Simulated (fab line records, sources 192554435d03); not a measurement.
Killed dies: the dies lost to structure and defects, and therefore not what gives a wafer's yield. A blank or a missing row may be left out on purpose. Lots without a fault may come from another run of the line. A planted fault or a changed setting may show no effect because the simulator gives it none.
Chamber matching    flow n5-finfet    N5_BEOL_M8_DESCUM_16 on rie-diel-02: 4 sister chambers
The step chemistry O2, time 7.9 s. 8 wafers are shown with their chamber, then 10 later ones without.

== EACH WAFER AND ITS CHAMBER ==
wafer   chamber  drypump-motor-current-A (A)  showerhead-plenum-p-Torr (Torr)
L080.4  3        5.4                          2.12
L082.2  1        5.9                          1.98
L082.3  3        5.3                          2.12
L083.1  0        6.8                          2.24
L083.4  1        5.9                          1.98
L083.5  2        5.6                          2.21
L092.2  0        6.8                          2.23
L092.4  2        5.6                          2.20

== WAFERS WITH NO CHAMBER GIVEN ==
wafer   drypump-motor-current-A (A)  showerhead-plenum-p-Torr (Torr)
L092.5  5.3                          2.11
L093.1  5.3                          2.11
L093.4  5.6                          2.20
L093.5  5.9                          1.97
L094.1  5.3                          2.11
L094.2  6.8                          2.23
L094.3  5.9                          1.97
L097.4  6.8                          2.22
L097.5  5.6                          2.20
L097.6  5.3                          2.11

== CHAMBER TAKEN BY EACH ==
wafer   from the rows above  in truth
L092.5  3                    3
L093.1  3                    3
L093.4  2                    2
L093.5  1                    1
L094.1  3                    3
L094.2  0                    0
L094.3  1                    1
L097.4  0                    0
L097.5  2                    2
L097.6  3                    3
Placed correctly: 10 of 10. From these rows, 0 cannot be placed. 0 placed wrongly.
How it was worked out, from the rows above alone: a wafer's distance from a chamber is the root of the sum, over the readings, of the square of ((its reading less the chamber's mean) divided by the reading's scatter). The wafer belongs to the nearest chamber; if the next one is less than 2 further off, it can't be placed. The mean given for a chamber averages the wafers shown for that chamber. How the scatter is found: for the shown wafers, subtract from each reading the mean of its chamber, square and add these, divide the total by (wafers less chambers), then take the root.
